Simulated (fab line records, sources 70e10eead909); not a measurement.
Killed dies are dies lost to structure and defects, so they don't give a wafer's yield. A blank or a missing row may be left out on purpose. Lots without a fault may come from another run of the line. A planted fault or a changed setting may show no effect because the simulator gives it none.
Which tool did it? | flow nand_harc | 11 lots, 33 wafers sampled, at 6 steps of a route of 1302

WHAT THE GAUGES READ, wafer by wafer
NHARC_P_GATE_CD_MEAS_26: target cd 120 nm. Usual: cd_nm 120.4 nm, standard deviation 0.79.
lot  | measured     | on        | cd_nm (nm)        | flag
L261 | day 4 20:40  | cd_sem-01 | 118.9 119.9 120.8 |
L262 | day 5 11:21  | cd_sem-02 | 120.1 120.5 121.2 |
L263 | day 5 18:32  | cd_sem-03 | 120.3 120.3 120.1 |
L265 | day 6 16:44  | cd_sem-02 | 111.3 112.5 111.1 | OFF
L275 | day 11 02:32 | cd_sem-02 | 120.7 121.4 122.7 |
L276 | day 11 07:39 | cd_sem-01 | 120.4 119.7 121.0 |
L278 | day 12 05:26 | cd_sem-03 | 119.8 120.0 120.1 |
L279 | day 12 14:51 | cd_sem-03 | 119.3 120.7 120.4 |
L280 | day 13 02:43 | cd_sem-03 | 119.6 120.2 121.1 |
L282 | day 13 20:17 | cd_sem-02 | 120.7 120.4 120.0 |
L284 | day 14 16:32 | cd_sem-01 | 120.7 121.0 121.3 |

NHARC_END_SORT_01. Usual: killed_at_array 56, standard deviation 20; killed_at_other 0.9, standard deviation 1.1; killed_at_periphery 3.7, standard deviation 3; killed_dies 61, standard deviation 21; killed_open 2.9, standard deviation 1.6; killed_short 2.6, standard deviation 1.4.
lot  | measured     | on        | killed_at_array | killed_at_other | killed_at_periphery | killed_dies | killed_open | killed_short | flag
L265 | day 25 21:04 | prober-01 | 77              | 0               | 4                   | 81          | 4           | 4            |

WHICH TOOL RAN EACH LOT (tool, then ch and the chambers of the sampled wafers, then the start)
lot  | NHARC_P_GATE_EXPOSE_23             | NHARC_P_GATE_ETCH_114                         | NHARC_P_GATE_ETCH_32             | NHARC_P_GATE_ALD_36
L261 | arfi_scanner-02 ch 0, day 4 20:32  | rie_diel-03 ch 0,1, day 4 21:19 or earlier    | rie_si-06 ch 0,1,2, day 4 21:19  | ald_sin-02 ch 0,1, day 4 22:11
L262 | arfi_scanner-01 ch 0, day 5 11:13  | rie_diel-05 ch 0,1,2, day 5 11:59 or earlier  | rie_si-06 ch 0,2,3, day 5 11:59  | ald_sin-04 ch 0,1,2, day 5 12:47
L263 | arfi_scanner-03 ch 0, day 5 18:24  | rie_diel-05 ch 0,1,2, day 5 19:12 or earlier  | rie_si-01 ch 1,2,3, day 5 19:12  | ald_sin-01 ch 1,2,3, day 5 21:22
L265 | arfi_scanner-03 ch 0, day 6 16:36  | rie_diel-08 ch 0,2,3, day 6 17:23 or earlier  | rie_si-02 ch 1,2,3, day 6 17:23  | ald_sin-04 ch 1,2,3, day 6 18:11
L275 | arfi_scanner-02 ch 0, day 11 02:24 | rie_diel-05 ch 0,1,3, day 11 03:11 or earlier | rie_si-01 ch 0,1,2, day 11 03:11 | ald_sin-01 ch 1,2,3, day 11 03:59
L276 | arfi_scanner-01 ch 0, day 11 07:31 | rie_diel-03 ch 0,3, day 11 08:18 or earlier   | rie_si-01 ch 0,1, day 11 08:18   | ald_sin-02 ch 0,2,3, day 11 11:12
L278 | arfi_scanner-03 ch 0, day 12 05:17 | rie_diel-03 ch 0,1, day 12 06:06 or earlier   | rie_si-01 ch 0,1,3, day 12 06:06 | ald_sin-01 ch 0,3, day 12 07:56
L279 | arfi_scanner-03 ch 0, day 12 14:43 | rie_diel-05 ch 0,1, day 12 15:31 or earlier   | rie_si-01 ch 2,3, day 12 15:31   | ald_sin-02 ch 1,3, day 12 17:42
L280 | arfi_scanner-03 ch 0, day 13 02:35 | rie_diel-05 ch 2,3, day 13 03:24 or earlier   | rie_si-02 ch 0,1,3, day 13 03:24 | ald_sin-04 ch 0,2,3, day 13 04:10
L282 | arfi_scanner-02 ch 0, day 13 20:08 | rie_diel-08 ch 0,2,3, day 13 20:57 or earlier | rie_si-01 ch 1,2,3, day 13 20:57 | ald_sin-02 ch 0,1,2, day 13 21:46
L284 | arfi_scanner-03 ch 0, day 14 16:24 | rie_diel-08 ch 0,2,3, day 14 17:11 or earlier | rie_si-02 ch 0,1,3, day 14 17:11 | ald_sin-01 ch 1,2, day 14 19:01
- NHARC_P_GATE_EXPOSE_23: exposes mask P GATE, target cd 120 nm.
- NHARC_P_GATE_ETCH_114: etches the open film in CF4/O2, target depth 30 nm, overetch 3 nm, time 16.5 s.
- NHARC_P_GATE_ETCH_32: etches the open film in HBr/Cl2, target depth 150 nm, time 100.1 s.
- NHARC_P_GATE_ALD_36: deposits SiNx, target thk 20 nm, pulse time 60 s, ald cycles 223.

WHAT THE TOOLS THEMSELVES READ (means of the sampled wafers that have a number; where no wafer has one, the mark that the record gives instead)
NHARC_P_GATE_EXPOSE_23. Usual: stage_vel_mm_s 499.99 mm/s, standard deviation 0.26.
lot  | tool            | stage_vel_mm_s (mm/s) | flag
L261 | arfi_scanner-02 | 500.03                |
L262 | arfi_scanner-01 | 500.09                |
L263 | arfi_scanner-03 | 499.81                |
L265 | arfi_scanner-03 | 500.03                |
L275 | arfi_scanner-02 | 500.00                |
L276 | arfi_scanner-01 | 499.73                |
L278 | arfi_scanner-03 | 500.16                |
L279 | arfi_scanner-03 | 499.92                |
L280 | arfi_scanner-03 | 500.04                |
L282 | arfi_scanner-02 | 500.20                |
L284 | arfi_scanner-03 | 499.71                |

NHARC_P_GATE_ETCH_114. Usual: drypump_motor_current_A 5.7 A, standard deviation 0.54; oes_f_703_au 0.999 a.u., standard deviation 0.0047; oes_product_au 0.997 a.u., standard deviation 0.014; rf_vpp_V 197.9 V, standard deviation 1.3; showerhead_plenum_p_Torr 1.34 Torr, standard deviation 0.044; throttle_valve_pct 13.398 %, standard deviation 0.0088.
lot  | tool        | drypump_motor_current_A (A) | oes_f_703_au (a.u.) | oes_product_au (a.u.) | rf_vpp_V (V) | showerhead_plenum_p_Torr (Torr) | throttle_valve_pct (%) | flag
L261 | rie_diel-03 | 4.9                         | 0.998               | 1.003                 | 200.2        | 1.42                            | 13.408                 |
L262 | rie_diel-05 | 5.8                         | 1.001               | 0.999                 | 196.9        | 1.32                            | 13.400                 |
L263 | rie_diel-05 | 5.8                         | 0.999               | 1.003                 | 197.1        | 1.32                            | 13.404                 |
L265 | rie_diel-08 | 5.8                         | 0.996               | 0.986                 | 198.0        | 1.33                            | 13.400                 |
L275 | rie_diel-05 | 5.7                         | 1.002               | 0.985                 | 197.4        | 1.32                            | 13.398                 |
L276 | rie_diel-03 | 6.1                         | 1.004               | 1.013                 | 198.8        | 1.40                            | 13.398                 |
L278 | rie_diel-03 | 4.9                         | 1.001               | 1.009                 | 199.1        | 1.42                            | 13.396                 |
L279 | rie_diel-05 | 5.8                         | 0.997               | 0.997                 | 197.3        | 1.30                            | 13.400                 |
L280 | rie_diel-05 | 5.5                         | 0.994               | 0.997                 | 197.3        | 1.32                            | 13.395                 |
L282 | rie_diel-08 | 5.8                         | 1.000               | 0.979                 | 197.0        | 1.32                            | 13.400                 |
L284 | rie_diel-08 | 5.8                         | 0.998               | 0.981                 | 197.7        | 1.32                            | 13.395                 |

NHARC_P_GATE_ETCH_32. Usual: drypump_motor_current_A 5.5 A, standard deviation 0.41; oes_product_au 1.005 a.u., standard deviation 0.011; throttle_valve_pct 26.406 %, standard deviation 0.0081.
lot  | tool      | drypump_motor_current_A (A) | oes_product_au (a.u.) | throttle_valve_pct (%) | flag
L261 | rie_si-06 | 5.4                         | 0.999                 | 26.408                 |
L262 | rie_si-06 | 5.4                         | 1.008                 | 26.407                 |
L263 | rie_si-01 | 5.4                         | 1.010                 | 26.409                 |
L265 | rie_si-02 | 5.7                         | 1.005                 | 26.408                 |
L275 | rie_si-01 | 5.2                         | 1.005                 | 26.412                 |
L276 | rie_si-01 | 5.1                         | 1.001                 | 26.404                 |
L278 | rie_si-01 | 5.4                         | 0.998                 | 26.399                 |
L279 | rie_si-01 | 5.6                         | 1.016                 | 26.413                 |
L280 | rie_si-02 | 5.6                         | 0.999                 | 26.409                 |
L282 | rie_si-01 | 5.4                         | 1.009                 | 26.418                 |
L284 | rie_si-02 | 5.6                         | 1.000                 | 26.407                 |

NHARC_P_GATE_ALD_36. Usual: heater_power_w 798 W, standard deviation 77; precursor_pulse_height_rel 0.997, standard deviation 0.02.
lot  | tool       | heater_power_w (W) | precursor_pulse_height_rel | flag
L261 | ald_sin-02 | 721                | 0.997                      |
L262 | ald_sin-04 | 859                | 0.996                      |
L263 | ald_sin-01 | 783                | 0.997                      |
L265 | ald_sin-04 | 823                | 0.994                      |
L275 | ald_sin-01 | 773                | 0.994                      |
L276 | ald_sin-02 | 734                | 0.995                      |
L278 | ald_sin-01 | 919                | 0.986                      |
L279 | ald_sin-02 | 743                | 0.993                      |
L280 | ald_sin-04 | 799                | 1.013                      |
L282 | ald_sin-02 | 739                | 0.988                      |
L284 | ald_sin-01 | 781                | 0.986                      |

THE ANSWER, worked out from the rows above alone
Rule: a lot is off if the mean of its wafers that have a number lies more than 3 standard deviations from the usual mean. A lot without any number at a reading at which 4 lots or more have one is off too. The other lots that the step has rows for count as sound. The gauges are gone through in route order, then the tools' own readings, and for those a lot's mean is taken as printed above. The first step at which some lot is off is used, and at that step the reading that is off furthest; a lot without a number counts as furthest.
Off: L265, at NHARC_P_GATE_CD_MEAS_26 (cd_nm).
A tool fits if, at a process step before that reading, it ran every lot that is off, and no sound lot after the first of them. The gauges at NHARC_P_GATE_CD_MEAS_26 are tried like those tools. None of those tried fits.

WHAT THE SIMULATOR HAD PUT IN
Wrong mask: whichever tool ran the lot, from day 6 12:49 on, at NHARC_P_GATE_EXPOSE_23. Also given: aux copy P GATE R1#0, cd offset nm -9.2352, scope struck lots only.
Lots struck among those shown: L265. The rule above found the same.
